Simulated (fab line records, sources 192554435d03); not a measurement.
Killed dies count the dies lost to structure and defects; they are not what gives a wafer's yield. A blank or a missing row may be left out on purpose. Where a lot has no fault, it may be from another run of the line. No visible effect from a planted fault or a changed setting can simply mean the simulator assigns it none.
Matching of chambers | flow n5Finfet | N5_FIN_SAQP_HM_OPEN_33 on rieDiel-02: 4 sister chambers
The step chemistry CH3F/O2, target SiNx, target depth 49.4 nm, time 70.6 s. 18 wafers are shown with their chamber, then 9 later ones without.

## EACH WAFER AND ITS CHAMBER
wafer  | chamber | drypumpMotorCurrentA (A) | showerheadPlenumPTorr (Torr) | throttleValvePct (%)
L077.1 | 1       | 5.3                      | 1.97                         | 16.49
L077.2 | 3       | 4.9                      | 2.02                         | 16.29
L077.6 | 3       | 4.9                      | 2.02                         | 16.28
L078.1 | 2       | 5.0                      | 1.93                         | 16.61
L078.4 | 0       | 5.6                      | 2.01                         | 16.55
L078.6 | 2       | 5.0                      | 1.93                         | 16.63
L079.4 | 0       | 5.6                      | 2.01                         | 16.57
L079.5 | 1       | 5.4                      | 1.97                         | 16.49
L079.6 | 0       | 5.6                      | 2.01                         | 16.56
L081.2 | 0       | 5.6                      | 2.01                         | 16.59
L081.4 | 1       | 5.4                      | 1.97                         | 16.49
L081.6 | 1       | 5.4                      | 1.97                         | 16.50
L083.1 | 1       | 5.4                      | 1.97                         | 16.50
L083.2 | 0       | 5.6                      | 2.01                         | 16.58
L083.6 | 0       | 5.6                      | 2.01                         | 16.58
L087.3 | 3       | 4.9                      | 2.01                         | 16.33
L087.5 | 0       | 5.6                      | 2.00                         | 16.61
L087.6 | 1       | 5.3                      | 1.97                         | 16.53

SIGNATURES (averages over the wafers above)
reading               | chamber 0 | chamber 1 | chamber 2 | chamber 3 | scatter within a chamber
drypumpMotorCurrentA  | 5.600     | 5.367     | 5.000     | 4.900     | 0.0309
showerheadPlenumPTorr | 2.0086    | 1.9700    | 1.9300    | 2.0167    | 0.0033
throttleValvePct      | 16.5771   | 16.5000   | 16.6200   | 16.3000   | 0.0192
Rule: for each reading, subtract the chamber's mean from the wafer's reading, divide by that reading's scatter and square the result; add these up over the readings and take the root, which gives the wafer's distance from the chamber. If the next closest chamber is less than 2 further off than the closest, the wafer can't be placed; otherwise it belongs to the closest. The scatter is the square root of a quotient: the sum, over the shown wafers, of each reading's squared deviation from its chamber's mean, divided by wafers minus chambers.

## WAFERS WITHOUT THEIR CHAMBER
wafer  | drypumpMotorCurrentA (A) | showerheadPlenumPTorr (Torr) | throttleValvePct (%)
L092.1 | 5.6                      | 2.00                         | 16.63
L092.3 | 5.0                      | 1.92                         | 16.69
L092.6 | 4.9                      | 2.01                         | 16.34
L094.1 | 5.0                      | 1.92                         | 16.68
L094.2 | 4.9                      | 2.01                         | 16.36
L094.3 | 5.4                      | 1.96                         | 16.07
L096.1 | 4.9                      | 2.00                         | 16.36
L096.3 | 5.0                      | 1.92                         | 16.71
L096.5 | 5.4                      | 1.96                         | 16.07

## EACH ONE'S CHAMBER
wafer  | from the rows above | in truth
L092.1 | 0                   | 0
L092.3 | 2                   | 2
L092.6 | 3                   | 3
L094.1 | 2                   | 2
L094.2 | 3                   | 3
L094.3 | 1                   | 1
L096.1 | 3                   | 3
L096.3 | 2                   | 2
L096.5 | 1                   | 1
Correct placement for 9 of the 9. From these rows, 0 cannot be placed. Placed wrongly: 0.
